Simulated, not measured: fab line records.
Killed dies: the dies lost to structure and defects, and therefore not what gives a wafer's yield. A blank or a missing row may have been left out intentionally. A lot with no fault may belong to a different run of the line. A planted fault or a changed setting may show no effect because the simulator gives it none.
fab line records	flow n5_finfet
record lots=24	wafers=72	last_day=21
route steps=1938 shown BEOL_M11@1559 BEOL_M12@1613
lots untouched by any fault: they come from a run of this same line in which no faults occurred
start_h: start of the lot's first displayed wafer, in hours after the record's first day	wait_h: hours from the lot's prior step to this one	" identical to the entry in the row above	L1.1+2: one row covering several wafers at once	- no value present, or no start provided	* or withheld: withheld	< > ~ a bound
route shown NAME@n: NAME is a module with steps in the file, n the number in the route of the first one	usual: mean/standard deviation of fault-free wafers	same: alike in all rows	chamber/n: place in a boat	sites: the reading at each site	_std_site: the values' standard deviation	_edge_site: inner sites' mean taken away from outer sites' mean	radius_mm: how far each site lies from the wafer's centre	mask NAME#n: copy n	behind: the last tool/chamber to shape the wafer	hold: cause of the lot's hold/its duration in hours/its outcome	device: which transistor (n, p or np) failed to switch	end of line: at the end of the route, the tests of the same wafers	a step without rows: its recipe alone	killed: at the first sort, the dies lost to defects and structure; wafer yield is something else	map: the dies of a wafer, with x for killed, . for not killed, _ for no die there
set.NAME: the setting that was run; set.NAME@STEP: the one run at that earlier step	model.NAME: the simulator's own value behind a step, which no gauge read
one table for each step of the route and one row for each wafer, over a sample of lots
services: when a tool's chamber went out of use (start_h, in hours from the record's first day, below 0 if earlier), for how many hours, and the reason
## steps
# step N5_BEOL_M11_CD_MEAS_18
# recipe pitch_nm=140	target_cd_nm=70
# usual cd_nm=69.9/0.77
lot.wafer	tool	chamber	start_h	wait_h	cd_nm
L076.2	cd_sem-01	-	328.07	0.1	71.1
L076.5	"	-	"	"	70.4
L076.6	"	-	"	"	69.8
L074.3	cd_sem-01	-	334.43	0.1	70.0
L074.4	"	-	"	"	67.9
L074.5	"	-	"	"	70.2
L075.1	cd_sem-03	-	334.98	0.0	69.6
L075.4	"	-	"	"	68.3
L075.5	"	-	"	"	69.7
L077.2	cd_sem-01	-	342.84	0.1	68.8
L077.3	"	-	"	"	69.4
L077.6	"	-	"	"	70.1
L078.1	cd_sem-03	-	343.21	0.0	70.1
L078.4	"	-	"	"	70.1
L078.6	"	-	"	"	70.2
L079.2	cd_sem-02	-	344.41	0.1	70.1
L079.3	"	-	"	"	70.8
L079.4	"	-	"	"	70.0
L081.1	cd_sem-01	-	354.96	0.0	70.1
L081.2	"	-	"	"	70.4
L081.6	"	-	"	"	70.7
L083.1	cd_sem-02	-	363.41	0.0	70.9
L083.2	"	-	"	"	70.7
L083.5	"	-	"	"	70.7
L080.2	cd_sem-02	-	367.19	0.1	69.7
L080.4	"	-	"	"	69.5
L080.5	"	-	"	"	70.5
L082.1	cd_sem-03	-	367.98	0.1	68.8
L082.3	"	-	"	"	69.5
L082.6	"	-	"	"	70.3
L085.2	cd_sem-02	-	372.95	0.1	69.3
L085.3	"	-	"	"	70.1
L085.6	"	-	"	"	69.6
L084.1	cd_sem-01	-	382.57	0.0	70.6
L084.3	"	-	"	"	69.4
L084.5	"	-	"	"	69.9
L086.3	cd_sem-02	-	384.05	0.1	70.6
L086.5	"	-	"	"	70.2
L086.6	"	-	"	"	69.0
L089.1	cd_sem-03	-	400.34	0.0	71.5
L089.2	"	-	"	"	69.9
L089.5	"	-	"	"	69.3
L091.3	cd_sem-01	-	402.70	0.1	69.6
L091.4	"	-	"	"	68.4
L091.6	"	-	"	"	69.4
L087.1	cd_sem-02	-	412.64	0.0	69.5
L087.2	"	-	"	"	69.8
L087.6	"	-	"	"	70.0
L088.1	cd_sem-03	-	414.22	0.0	70.0
L088.5	"	-	"	"	70.5
L088.6	"	-	"	"	71.8
L092.3	cd_sem-02	-	416.34	0.1	69.8
L092.5	"	-	"	"	71.5
L092.6	"	-	"	"	69.6
L090.2	cd_sem-03	-	416.90	0.1	69.0
L090.3	"	-	"	"	68.9
L090.6	"	-	"	"	69.7
L093.1	cd_sem-02	-	433.17	0.0	70.2
L093.3	"	-	"	"	68.5
L093.6	"	-	"	"	69.1
L094.1	cd_sem-02	-	439.44	0.0	69.3
L094.3	"	-	"	"	71.0
L094.4	"	-	"	"	69.9
L095.1	cd_sem-03	-	448.77	0.0	69.6
L095.3	"	-	"	"	69.1
L095.6	"	-	"	"	69.5
L096.1	cd_sem-02	-	451.14	0.0	69.9
L096.5	"	-	"	"	69.5
L096.6	"	-	"	"	69.1
L097.2	cd_sem-01	-	459.25	0.1	69.2
L097.3	"	-	"	"	70.5
L097.6	"	-	"	"	69.5
# step N5_BEOL_M11_ETCH_65
# recipe chemistry=CF4	target=SiARC	target_depth_a=390	mask_material=CAR-ArF	time_s=65	ion_energy_ev=80	pressure_mtorr=40	source_w=545	bias_w=36	Ar_flow_sccm=100	cf4_flow_sccm=100	ends=cleared
# usual drypump_motor_current_A=5.6/0.38	etch_rf_on_time_s=64.7/1.9	oes_product_au=0.68/0.076	rf_vpp_V=184.1/1.3	showerhead_plenum_p_Torr=2.15/0.08	throttle_valve_pct=15.7/0.31
lot.wafer	tool	chamber	start_h	wait_h	drypump_motor_current_A	etch_rf_on_time_s	oes_product_au	rf_hours_counter_h	rf_vpp_V	showerhead_plenum_p_Torr	throttle_valve_pct
L076.2	rie_diel-06	2	330.47	0.0	5.8	66.2	0.60	214	185.7	2.21	15.4
L076.5	"	3	"	"	5.4	63.8	0.77	-	186.0	2.28	15.8
L076.6	"	0	"	"	5.7	64.4	0.75	-	184.5	2.11	15.3
L074.3	rie_diel-02	0	335.21	0.0	5.8	62.7	0.68	118	182.8	2.09	15.8
L074.4	"	3	"	"	5.4	64.6	0.68	85	185.1	2.25	15.4
L074.5	"	2	"	"	5.9	67.8	0.57	-	181.8	2.04	16.1
L075.1	rie_diel-03	1	336.44	0.0	5.9	64.5	0.81	13	184.4	2.18	15.2
L075.4	"	0	"	"	5.3	61.5	0.75	37	183.4	2.10	15.6
L075.5	"	2	"	"	6.0	65.7	0.58	-	182.4	2.02	15.4
L077.2	rie_diel-03	3	343.43	0.0	6.4	67.0	0.61	180	183.8	2.16	15.8
L077.3	"	1	"	"	5.9	64.3	0.81	15	184.9	2.18	15.2
L077.6	"	1	"	"	5.9	63.6	0.82	-	184.2	2.18	15.2
L078.1	rie_diel-03	3	345.97	0.0	6.5	67.5	0.61	180	184.8	2.16	15.8
L078.4	"	1	"	"	5.9	63.8	0.81	16	185.2	2.18	15.2
L078.6	"	1	"	"	5.9	63.6	0.82	-	186.6	2.18	15.2
L079.2	rie_diel-03	1	346.48	0.0	5.9	63.9	0.81	16	184.3	2.18	15.2
L079.3	"	0	"	"	5.2	61.2	0.75	40	182.3	2.10	15.6
L079.4	"	2	"	"	5.9	64.8	0.58	245	184.0	2.02	15.4
L081.1	rie_diel-02	2	358.95	0.0	5.9	68.8	0.56	240	183.0	2.04	16.1
L081.2	"	0	"	"	5.8	62.5	0.67	126	181.2	2.09	15.8
L081.6	"	3	"	"	5.4	64.3	0.68	-	185.8	2.25	15.4
L083.1	rie_diel-03	1	366.12	0.0	5.9	64.1	0.80	21	185.2	2.17	15.2
L083.2	"	0	"	"	5.2	60.1	0.74	46	184.0	2.10	15.6
L083.5	"	1	"	"	5.9	63.6	0.80	-	183.8	2.18	15.2
L080.2	rie_diel-02	2	370.03	0.0	5.8	68.8	0.56	245	183.2	2.04	16.1
L080.4	"	3	"	"	5.4	64.8	0.68	-	186.1	2.25	15.4
L080.5	"	0	"	"	5.8	63.3	0.67	-	182.6	2.09	15.8
L082.1	rie_diel-03	0	370.79	0.0	5.2	60.8	0.74	47	185.6	2.10	15.7
L082.3	"	3	"	"	6.5	67.5	0.60	188	183.7	2.15	15.8
L082.6	"	1	"	"	5.9	64.0	0.81	-	183.3	2.17	15.2
L085.2	rie_diel-06	1	373.48	0.0	5.6	66.2	0.62	195	184.0	2.06	16.2
L085.3	"	3	"	"	5.4	65.4	0.74	52	187.1	2.28	15.8
L085.6	"	3	"	"	5.4	65.4	0.73	-	185.9	2.28	15.8
L084.1	rie_diel-06	0	384.24	0.0	5.7	64.8	0.74	69	183.0	2.10	15.3
L084.3	"	3	"	"	5.3	65.3	0.74	56	186.3	2.27	15.9
L084.5	"	0	"	"	5.7	64.9	0.73	-	183.7	2.10	15.3
L086.3	rie_diel-02	3	385.54	0.0	5.4	64.8	0.66	105	185.9	2.25	15.4
L086.5	"	1	"	"	4.8	62.6	0.63	-	183.3	2.15	16.0
L086.6	"	3	"	"	5.4	65.1	0.66	-	184.6	2.25	15.4
L089.1	rie_diel-03	1	400.90	0.0	5.9	63.6	0.78	34	185.0	2.17	15.2
L089.2	"	0	"	"	5.3	60.0	0.73	59	183.9	2.10	15.7
L089.5	"	3	"	"	6.5	66.9	0.60	-	183.7	2.15	15.8
L091.3	rie_diel-06	3	405.24	0.0	5.3	64.6	0.73	63	185.9	2.27	15.9
L091.4	"	0	"	"	5.7	64.8	0.72	76	182.9	2.10	15.3
L091.6	"	3	"	"	5.4	64.8	0.73	-	184.2	2.27	15.8
L087.1	rie_diel-02	0	413.33	0.0	5.8	63.9	0.65	149	182.2	2.08	15.8
L087.2	"	2	"	"	5.8	68.2	0.81	4	186.1	2.29	15.7
L087.6	"	1	"	"	4.8	64.1	0.62	-	185.6	2.15	16.0
L090.2	rie_diel-06	0	417.44	0.0	5.7	65.0	0.72	79	181.0	2.10	15.3
L090.3	"	1	"	"	5.6	66.5	0.61	207	182.3	2.05	16.2
L090.6	"	0	"	"	5.7	65.3	0.71	-	182.8	2.10	15.3
L088.1	rie_diel-06	2	417.97	0.0	5.8	65.6	0.58	239	185.3	2.20	15.4
L088.5	"	2	"	"	5.8	65.8	0.58	-	184.5	2.20	15.4
L088.6	"	3	"	"	5.4	63.9	0.73	-	186.1	2.27	15.9
L092.3	rie_diel-06	1	418.95	0.0	5.7	65.3	0.61	208	182.7	2.05	16.2
L092.5	"	2	"	"	5.8	64.7	0.58	-	183.9	2.20	15.4
L092.6	"	3	"	"	5.4	63.3	0.73	-	186.0	2.27	15.9
L093.1	rie_diel-06	1	433.75	0.0	5.6	65.3	0.61	211	184.6	2.05	16.2
L093.3	"	0	"	"	5.7	63.8	0.72	83	183.1	2.10	15.3
L093.6	"	3	"	"	5.3	63.4	0.73	-	184.7	2.27	15.9
L094.1	rie_diel-06	0	440.08	0.0	5.7	64.2	0.71	85	185.1	2.10	15.4
L094.3	"	2	"	"	5.8	65.8	0.58	246	183.4	2.20	15.4
L094.4	"	1	"	"	5.7	66.4	0.60	214	182.6	2.05	16.2
L095.1	rie_diel-02	3	449.65	0.0	5.4	65.6	0.64	129	185.0	2.24	15.4
L095.3	"	1	"	"	4.8	63.9	0.61	227	183.2	2.14	16.1
L095.6	"	1	"	"	4.8	63.8	0.61	-	184.9	2.14	16.1
L096.1	rie_diel-06	0	453.31	0.0	5.7	64.2	0.72	89	184.0	2.09	15.3
L096.5	"	0	"	"	5.7	64.7	0.71	-	183.3	2.09	15.3
L096.6	"	3	"	"	5.4	64.5	0.71	-	185.5	2.27	15.9
L097.2	rie_diel-02	1	463.33	0.0	4.8	63.3	0.61	231	182.9	2.14	16.1
L097.3	"	0	"	"	5.8	62.8	0.64	166	182.9	2.07	15.8
L097.6	"	1	"	"	4.8	63.3	0.61	-	184.7	2.14	16.1
# step N5_BEOL_M11_TRENCH_ETCH_37
# recipe chemistry=C4F6/O2	target_depth_a=1488.3	target=SiCOH_lowk	time_s=48	ion_energy_ev=250	pressure_mtorr=30	source_w=345	bias_w=185	Ar_flow_sccm=300	C4F6_flow_sccm=10	O2_flow_sccm=10
# usual C4F6_flow_sccm=10.000/0.03	O2_flow_sccm=10.00/0.031	drypump_motor_current_A=5.7/0.38	oes_product_au=0.79/0.088	rf_vpp_V=668/21	showerhead_plenum_p_Torr=2.87/0.11	throttle_valve_pct=21.0/0.36
lot.wafer	tool	chamber	start_h	wait_h	C4F6_flow_sccm	O2_flow_sccm	drypump_motor_current_A	oes_product_au	rf_hours_counter_h	rf_vpp_V	showerhead_plenum_p_Torr	throttle_valve_pct
L076.2	rie_diel-06	2	-	-	10.068	9.98	5.8	0.69	214	661	2.95	20.7
L076.5	"	3	"	"	10.014	9.97	5.4	0.89	-	694	3.03	21.3
L076.6	"	0	"	"	10.058	10.01	5.7	0.88	-	684	2.80	20.6
L074.3	rie_diel-02	0	-	-	9.941	10.02	5.8	0.79	118	655	2.79	21.2
L074.4	"	3	"	"	10.016	9.98	5.4	0.79	85	667	2.99	20.6
L074.5	"	2	"	"	9.968	10.03	5.9	0.68	-	689	2.71	21.3
L075.1	rie_diel-03	1	-	-	10.016	10.01	5.9	0.96	13	671	2.90	20.5
L075.4	"	0	"	"	9.976	10.00	5.2	0.87	37	619	2.78	20.9
L075.5	"	2	"	"	9.990	10.02	6.0	0.68	-	662	2.68	20.6
L077.2	rie_diel-03	3	-	-	9.960	9.97	6.5	0.72	180	672	2.87	21.1
L077.3	"	1	"	"	9.957	10.03	5.9	0.95	15	671	2.90	20.5
L077.6	"	1	"	"	10.017	10.04	5.9	0.95	-	672	2.90	20.6
L078.1	rie_diel-03	3	-	-	10.017	10.06	6.5	0.71	180	671	2.87	21.1
L078.4	"	1	"	"	10.027	10.02	5.9	0.94	16	671	2.90	20.5
L078.6	"	1	"	"	9.998	10.00	5.9	0.94	-	671	2.90	20.6
L079.2	rie_diel-03	1	-	-	10.007	9.98	5.9	0.93	16	672	2.90	20.5
L079.3	"	0	"	"	9.959	9.94	5.2	0.85	41	620	2.78	20.9
L079.4	"	2	"	"	9.941	9.99	6.0	0.67	245	662	2.68	20.6
L081.1	rie_diel-02	2	-	-	10.010	10.04	5.8	0.67	240	689	2.71	21.3
L081.2	"	0	"	"	10.002	10.03	5.8	0.78	126	655	2.78	21.2
L081.6	"	3	"	"	9.979	9.95	5.4	0.78	-	667	2.99	20.6
L083.1	rie_diel-03	1	-	-	10.037	9.99	5.9	0.92	21	672	2.90	20.5
L083.2	"	0	"	"	9.993	10.01	5.2	0.85	46	619	2.77	20.9
L083.5	"	1	"	"	10.025	10.00	5.9	0.92	-	671	2.90	20.5
L080.2	rie_diel-02	2	-	-	10.029	9.96	5.8	0.66	245	690	2.70	21.4
L080.4	"	3	"	"	9.994	9.99	5.4	0.79	-	667	2.98	20.7
L080.5	"	0	"	"	9.959	10.00	5.8	0.77	-	654	2.78	21.2
L082.1	rie_diel-03	0	-	-	9.963	9.98	5.2	0.85	48	620	2.77	20.9
L082.3	"	3	"	"	10.045	9.97	6.5	0.70	189	671	2.87	21.1
L082.6	"	1	"	"	9.981	10.00	5.9	0.92	-	672	2.90	20.6
L085.2	rie_diel-06	1	-	-	10.092	9.98	5.6	0.73	195	660	2.76	21.7
L085.3	"	3	"	"	9.981	9.98	5.4	0.87	53	695	3.02	21.3
L085.6	"	3	"	"	9.979	10.01	5.4	0.88	-	694	3.02	21.3
L084.1	rie_diel-06	0	-	-	9.955	10.02	5.7	0.86	69	684	2.79	20.6
L084.3	"	3	"	"	10.048	9.96	5.4	0.87	56	692	3.02	21.3
L084.5	"	0	"	"	9.913	9.99	5.7	0.86	-	683	2.79	20.7
L086.3	rie_diel-02	3	-	-	9.979	9.99	5.4	0.77	105	666	2.98	20.7
L086.5	"	1	"	"	9.966	9.95	4.8	0.73	-	651	2.87	21.5
L086.6	"	3	"	"	10.050	10.03	5.4	0.76	-	667	2.98	20.7
L089.1	rie_diel-03	1	-	-	10.038	9.96	5.9	0.90	35	672	2.89	20.6
L089.2	"	0	"	"	9.966	10.04	5.2	0.84	59	619	2.77	21.0
L089.5	"	3	"	"	10.029	10.01	6.5	0.70	-	670	2.87	21.1
L091.3	rie_diel-06	3	-	-	9.987	10.02	5.4	0.86	63	693	3.02	21.3
L091.4	"	0	"	"	9.998	9.99	5.7	0.86	76	684	2.79	20.7
L091.6	"	3	"	"	9.995	10.02	5.4	0.87	-	692	3.02	21.3
L087.1	rie_diel-02	0	-	-	10.002	9.99	5.8	0.75	149	656	2.77	21.3
L087.2	"	2	"	"	9.957	10.00	5.9	0.96	4	700	3.04	21.1
L087.6	"	1	"	"	9.953	10.04	4.9	0.72	-	650	2.87	21.5
L090.2	rie_diel-06	0	-	-	9.999	9.99	5.7	0.85	79	684	2.79	20.7
L090.3	"	1	"	"	10.001	9.98	5.6	0.72	207	661	2.75	21.7
L090.6	"	0	"	"	9.996	9.98	5.7	0.84	-	683	2.79	20.7
L088.1	rie_diel-06	2	-	-	10.017	10.02	5.8	0.68	239	661	2.94	20.7
L088.5	"	2	"	"	9.973	10.04	5.8	0.68	-	661	2.94	20.7
L088.6	"	3	"	"	10.022	9.96	5.4	0.86	-	692	3.02	21.3
L092.3	rie_diel-06	1	-	-	10.023	10.02	5.7	0.72	208	662	2.75	21.7
L092.5	"	2	"	"	10.001	10.00	5.8	0.67	-	660	2.94	20.7
L092.6	"	3	"	"	9.982	10.04	5.3	0.86	-	693	3.02	21.3
L093.1	rie_diel-06	1	-	-	10.008	9.98	5.7	0.71	211	662	2.75	21.7
L093.3	"	0	"	"	9.990	10.02	5.7	0.85	83	683	2.78	20.7
L093.6	"	3	"	"	10.000	10.04	5.4	0.85	-	692	3.01	21.3
L094.1	rie_diel-06	0	-	-	9.964	9.96	5.7	0.83	85	684	2.78	20.7
L094.3	"	2	"	"	9.935	9.97	5.8	0.67	246	660	2.94	20.7
L094.4	"	1	"	"	9.967	9.98	5.7	0.71	214	661	2.75	21.7
L095.1	rie_diel-02	3	-	-	9.984	10.02	5.4	0.74	129	667	2.97	20.7
L095.3	"	1	"	"	10.051	9.99	4.8	0.71	228	651	2.86	21.5
L095.6	"	1	"	"	10.028	9.93	4.9	0.71	-	651	2.86	21.5
L096.1	rie_diel-06	0	-	-	10.006	9.97	5.7	0.84	89	683	2.78	20.7
L096.5	"	0	"	"	9.942	10.00	5.7	0.83	-	683	2.78	20.7
L096.6	"	3	"	"	9.995	10.03	5.4	0.84	-	692	3.01	21.3
L097.2	rie_diel-02	1	-	-	10.012	10.00	4.8	0.71	231	650	2.86	21.5
L097.3	"	0	"	"	10.030	10.04	5.8	0.75	166	655	2.77	21.3
L097.6	"	1	"	"	9.989	10.00	4.8	0.70	-	651	2.86	21.5
# step N5_BEOL_M11_OCD_MEAS_38
# usual trench_depth_nm=148/3.2
lot.wafer	tool	chamber	start_h	wait_h	trench_depth_nm
L076.2	ocd-02	-	330.93	-	144
L076.5	"	-	"	"	150
L076.6	"	-	"	"	151
L074.3	ocd-01	-	335.67	-	153
L074.4	"	-	"	"	147
L074.5	"	-	"	"	146
L075.1	ocd-01	-	336.90	-	152
L075.4	"	-	"	"	155
L075.5	"	-	"	"	149
L077.2	ocd-01	-	343.89	-	144
L077.3	"	-	"	"	149
L077.6	"	-	"	"	149
L078.1	ocd-02	-	346.42	-	144
L078.4	"	-	"	"	149
L078.6	"	-	"	"	148
L079.2	ocd-01	-	346.94	-	146
L079.3	"	-	"	"	151
L079.4	"	-	"	"	144
L081.1	ocd-01	-	359.41	-	145
L081.2	"	-	"	"	152
L081.6	"	-	"	"	148
L083.1	ocd-02	-	366.58	-	147
L083.2	"	-	"	"	152
L083.5	"	-	"	"	147
L080.2	ocd-02	-	370.49	-	145
L080.4	"	-	"	"	149
L080.5	"	-	"	"	152
L082.1	ocd-01	-	371.25	-	154
L082.3	"	-	"	"	141
L082.6	"	-	"	"	148
L085.2	ocd-01	-	373.94	-	149
L085.3	"	-	"	"	150
L085.6	"	-	"	"	150
L084.1	ocd-01	-	384.70	-	151
L084.3	"	-	"	"	149
L084.5	"	-	"	"	150
L086.3	ocd-01	-	386.00	-	147
L086.5	"	-	"	"	150
L086.6	"	-	"	"	147
L089.1	ocd-01	-	401.36	-	150
L089.2	"	-	"	"	154
L089.5	"	-	"	"	145
L091.3	ocd-02	-	405.71	-	151
L091.4	"	-	"	"	154
L091.6	"	-	"	"	152
L087.1	ocd-01	-	413.79	-	148
L087.2	"	-	"	"	145
L087.6	"	-	"	"	148
L090.2	ocd-02	-	417.90	-	152
L090.3	"	-	"	"	147
L090.6	"	-	"	"	150
L088.1	ocd-01	-	418.43	-	145
L088.5	"	-	"	"	145
L088.6	"	-	"	"	151
L092.3	ocd-02	-	419.41	-	146
L092.5	"	-	"	"	146
L092.6	"	-	"	"	152
L093.1	ocd-01	-	434.21	-	146
L093.3	"	-	"	"	150
L093.6	"	-	"	"	150
L094.1	ocd-01	-	440.54	-	151
L094.3	"	-	"	"	145
L094.4	"	-	"	"	146
L095.1	ocd-02	-	450.11	-	144
L095.3	"	-	"	"	147
L095.6	"	-	"	"	146
L096.1	ocd-01	-	453.77	-	151
L096.5	"	-	"	"	150
L096.6	"	-	"	"	149
L097.2	ocd-01	-	463.79	-	147
L097.3	"	-	"	"	150
L097.6	"	-	"	"	147
# step N5_BEOL_M11_DEP_56
# recipe material=SiCN	target_thk_a=300	temp_c=withheld	precursor=3MS/NH3	pressure_torr=3	rf_w=675	time_s=10.5
# usual showerhead_plenum_p_Torr=4.157/0.026	throttle_valve_pct=18.1/0.89
lot.wafer	tool	chamber	start_h	wait_h	showerhead_plenum_p_Torr	throttle_valve_pct
L076.2	pecvd-01	1	333.63	0.0	4.200	17.3
L076.5	"	0	"	"	4.153	19.4
L076.6	"	2	"	"	4.182	16.7
L074.3	pecvd-04	2	338.91	0.0	4.164	16.9
L074.4	"	0	"	"	4.143	18.2
L074.5	"	2	"	"	4.160	16.9
L075.1	pecvd-01	1	339.23	0.0	4.196	17.4
L075.4	"	1	"	"	4.188	17.1
L075.5	"	0	"	"	4.155	19.4
L077.2	pecvd-04	0	347.59	0.0	4.140	18.4
L077.3	"	1	"	"	4.123	18.8
L077.6	"	0	"	"	4.134	18.4
L078.1	pecvd-01	0	348.89	0.0	4.156	19.4
L078.4	"	2	"	"	4.177	16.9
L078.6	"	1	"	"	4.183	17.1
L079.2	pecvd-04	1	349.16	0.0	4.122	18.8
L079.3	"	2	"	"	4.170	17.1
L079.4	"	2	"	"	4.164	16.8
L081.1	pecvd-03	0	362.65	0.0	4.150	18.3
L081.2	"	2	"	"	4.199	17.6
L081.6	"	2	"	"	4.199	17.6
L083.1	pecvd-01	1	369.40	0.0	4.201	17.3
L083.2	"	2	"	"	4.176	16.9
L083.5	"	0	"	"	4.164	19.3
L080.2	pecvd-04	0	373.34	0.0	4.136	18.5
L080.4	"	0	"	"	4.135	18.3
L080.5	"	1	"	"	4.117	19.0
L082.1	pecvd-04	0	373.65	0.0	4.137	18.2
L082.3	"	1	"	"	4.122	18.9
L082.6	"	1	"	"	4.114	19.1
L085.2	pecvd-04	0	376.76	0.0	4.135	18.3
L085.3	"	1	"	"	4.118	18.9
L085.6	"	0	"	"	4.143	18.5
L084.1	pecvd-04	1	386.92	0.0	4.117	19.2
L084.3	"	0	"	"	4.132	18.5
L084.5	"	2	"	"	4.168	17.1
L086.3	pecvd-01	0	389.74	0.0	4.157	19.4
L086.5	"	2	"	"	4.172	17.4
L086.6	"	1	"	"	4.197	17.2
L089.1	pecvd-01	0	403.69	0.0	4.160	19.2
L089.2	"	1	"	"	4.193	17.2
L089.5	"	2	"	"	4.182	17.0
L091.3	pecvd-01	1	408.52	0.0	4.198	17.1
L091.4	"	2	"	"	4.182	17.1
L091.6	"	0	"	"	4.155	19.5
L087.1	pecvd-04	1	416.49	0.0	4.130	19.0
L087.2	"	2	"	"	4.168	17.3
L087.6	"	1	"	"	4.124	19.1
L090.2	pecvd-04	2	420.74	0.0	4.169	17.3
L090.3	"	1	"	"	4.124	19.0
L090.6	"	2	"	"	4.155	17.5
L088.1	pecvd-03	0	421.29	0.0	4.146	18.3
L088.5	"	2	"	"	4.193	17.7
L088.6	"	1	"	"	4.156	19.2
L092.3	pecvd-03	2	422.14	0.0	4.207	17.6
L092.5	"	2	"	"	4.202	17.6
L092.6	"	0	"	"	4.142	18.4
L093.1	pecvd-01	1	436.49	0.0	4.206	17.1
L093.3	"	0	"	"	4.152	19.2
L093.6	"	0	"	"	4.146	19.7
L094.1	pecvd-04	0	444.78	0.0	4.146	18.5
L094.3	"	1	"	"	4.120	19.0
L094.4	"	2	"	"	4.158	17.4
L095.1	pecvd-04	1	454.15	0.0	4.127	19.1
L095.3	"	2	"	"	4.168	17.2
L095.6	"	1	"	"	4.115	19.1
L096.1	pecvd-01	1	456.08	0.0	4.197	17.0
L096.5	"	0	"	"	4.154	19.3
L096.6	"	2	"	"	4.173	17.4
L097.2	pecvd-04	0	467.28	0.0	4.138	18.3
L097.3	"	1	"	"	4.117	19.0
L097.6	"	2	"	"	4.164	17.4
# step N5_BEOL_M12_OVL_MEAS_11
# recipe points_per_wafer=44
# usual V11_OVL=1/6.3
lot.wafer	tool	chamber	start_h	wait_h	V11_OVL[nm]
L076.2	overlay-02	0	334.22	0.0	1
L076.5	"	0	"	"	3
L076.6	"	0	"	"	-1
L074.3	overlay-01	0	339.50	0.0	3
L074.4	"	0	"	"	-1
L074.5	"	0	"	"	-2
L075.1	overlay-02	0	339.82	0.0	2
L075.4	"	0	"	"	3
L075.5	"	0	"	"	9
L077.2	overlay-01	0	348.31	0.0	-5
L077.3	"	0	"	"	7
L077.6	"	0	"	"	3
L078.1	overlay-01	0	349.48	0.0	-3
L078.4	"	0	"	"	-13
L078.6	"	0	"	"	-17
L079.2	overlay-01	0	349.75	0.0	12
L079.3	"	0	"	"	-3
L079.4	"	0	"	"	11
L081.1	overlay-01	0	363.24	0.0	5
L081.2	"	0	"	"	-6
L081.6	"	0	"	"	-4
L083.1	overlay-01	0	370.01	0.0	-6
L083.2	"	0	"	"	3
L083.5	"	0	"	"	-7
L080.2	overlay-02	0	373.93	0.0	13
L080.4	"	0	"	"	13
L080.5	"	0	"	"	-4
L082.1	overlay-01	0	374.37	0.0	-8
L082.3	"	0	"	"	-14
L082.6	"	0	"	"	-6
L085.2	overlay-02	0	377.37	0.0	10
L085.3	"	0	"	"	8
L085.6	"	0	"	"	11
L084.1	overlay-01	0	387.52	0.0	9
L084.3	"	0	"	"	0
L084.5	"	0	"	"	6
L086.3	overlay-02	0	390.34	0.0	-2
L086.5	"	0	"	"	-9
L086.6	"	0	"	"	3
L089.1	overlay-02	0	404.46	0.0	7
L089.2	"	0	"	"	-1
L089.5	"	0	"	"	12
L091.3	overlay-01	0	409.16	0.0	-8
L091.4	"	0	"	"	6
L091.6	"	0	"	"	6
L087.1	overlay-01	0	417.23	0.0	-5
L087.2	"	0	"	"	3
L087.6	"	0	"	"	2
L090.2	overlay-02	0	421.33	0.0	-2
L090.3	"	0	"	"	-2
L090.6	"	0	"	"	3
L088.1	overlay-02	0	422.00	0.0	-2
L088.5	"	0	"	"	-4
L088.6	"	0	"	"	11
L092.3	overlay-01	0	422.73	0.0	-9
L092.5	"	0	"	"	-6
L092.6	"	0	"	"	4
L093.1	overlay-01	0	437.21	0.0	0
L093.3	"	0	"	"	5
L093.6	"	0	"	"	-4
L094.1	overlay-02	0	445.37	0.0	-4
L094.3	"	0	"	"	-3
L094.4	"	0	"	"	-7
L095.1	overlay-02	0	454.87	0.0	-3
L095.3	"	0	"	"	-6
L095.6	"	0	"	"	5
L096.1	overlay-02	0	456.68	0.0	10
L096.5	"	0	"	"	9
L096.6	"	0	"	"	-5
L097.2	overlay-01	0	467.87	0.0	7
L097.3	"	0	"	"	0
L097.6	"	0	"	"	6
## services
tool	chamber	start_h	hours	kind
pecvd-04	1	306.59	4.1	repair
pecvd-04	-	324.90	0.8	repair
pecvd-01	-	334.31	2.8	pm
rie_diel-06	2	340.34	7.7	repair
rie_diel-02	1	357.58	23.7	repair
rie_diel-02	-	358.10	0.8	repair
rie_diel-03	2	363.34	-	clean
rie_diel-03	2	363.34	-	consumable_replace:focus_ring
rie_diel-03	2	363.34	-	consumable_replace:showerhead
rie_diel-03	2	363.34	22.2	scheduled_down
rie_diel-03	2	363.34	22.2	vent_cycle
pecvd-04	-	364.73	5.5	pm
pecvd-01	-	371.26	1.8	repair
rie_diel-02	2	383.25	-	clean
rie_diel-02	2	383.25	-	consumable_replace:focus_ring
pecvd-04	0	414.13	6.0	repair
pecvd-01	-	415.89	5.5	pm
pecvd-03	2	444.22	19.8	repair
rie_diel-06	2	454.70	-	clean
rie_diel-06	2	454.70	-	consumable_replace:focus_ring
rie_diel-06	2	454.70	24.6	scheduled_down
rie_diel-06	2	454.70	24.6	vent_cycle
rie_diel-03	1	455.53	2.6	repair
pecvd-04	-	460.11	6.0	pm
## key
fault none
